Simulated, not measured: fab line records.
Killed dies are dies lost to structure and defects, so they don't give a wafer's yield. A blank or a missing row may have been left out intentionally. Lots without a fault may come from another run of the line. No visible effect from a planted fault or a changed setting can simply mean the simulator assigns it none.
One fault seen from 2 desks	flow nand_harc	only its own numbers are on each desk; what lay behind them is given at the end

## THE DEFECT DESK
Inspection counts along the route, by lot: the mean over sampled wafers that carry a number. Any lot whose mean is over 4 standard deviations away from the usual mean is out of limits and marked OUT; that distance is given in the brackets.
Columns: A = raw_defect_count at NHARC_P_GATE_INSPECT_28, usual 6.2; B = raw_defect_count at NHARC_P_GATE_INSPECT_68, usual 220
lot	first seen here	A	B
L262	day 4 21:15	4.7	117
L263	day 5 15:26	5.3	141
L266	day 6 16:25	4.3	142
L267	day 6 20:58	7.3	235
L268	day 7 07:49	1186.0 (+99 or more) OUT	1329 (+11) OUT
L269	day 8 02:29	6.3	387
L271	day 8 18:40	1198.7 (+99 or more) OUT	1331 (+11) OUT
L279	day 12 08:52	4.7	282
L280	day 12 13:26	5.3	209
L281	day 13 02:47	6.7	393
L282	day 13 07:47	5.7	156
Finding of this desk: L268, L271 out of limits; the first was L268 at day 7 07:49, on raw_defect_count at NHARC_P_GATE_INSPECT_28. L262, L263, L266, L267, L269, L279, L280, L281, L282 stayed within limits.

## AT THE TOOL OWNER'S DESK: acl_dep-01
The tool's own readings at NHARC_P_GATE_HM_DEP_102 (deposits aC, target thk 120 nm): means of the sampled wafers that have a number, for each lot that ran on this tool. Any lot whose mean is over 4 standard deviations away from the usual mean is out of limits and marked OUT; that distance is given in the brackets.
Columns: A = throttle_valve_pct at NHARC_P_GATE_HM_DEP_102, usual 35.001 %
lot	first seen here	A
L263	day 5 13:56	35.006
L266	day 6 15:04	34.995
L268	day 7 06:28	35.003
L271	day 8 17:19	35.004
L279	day 12 07:29	34.996
L280	day 12 11:52	35.006
L281	day 13 01:34	35.005
L282	day 13 06:19	34.999
This desk's finding: nothing out of limits on any of the 8 lots.

## PUT TOGETHER
The defect desk could have raised an alarm at day 7 07:49, on L268, L271.
The desk of the tool owner found nothing out of limits.
The tool owner's desk has L268, L271 on record, within its limits.
Every lot named ran NHARC_P_GATE_HM_DEP_102 on acl_dep-01.

## WHAT HAD BEEN PUT IN BY THE SIMULATOR
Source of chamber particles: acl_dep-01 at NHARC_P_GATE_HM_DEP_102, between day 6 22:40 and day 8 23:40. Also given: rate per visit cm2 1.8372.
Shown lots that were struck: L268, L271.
Hours from the fault's start to each desk's first reading out of limits: the defect desk, 9.
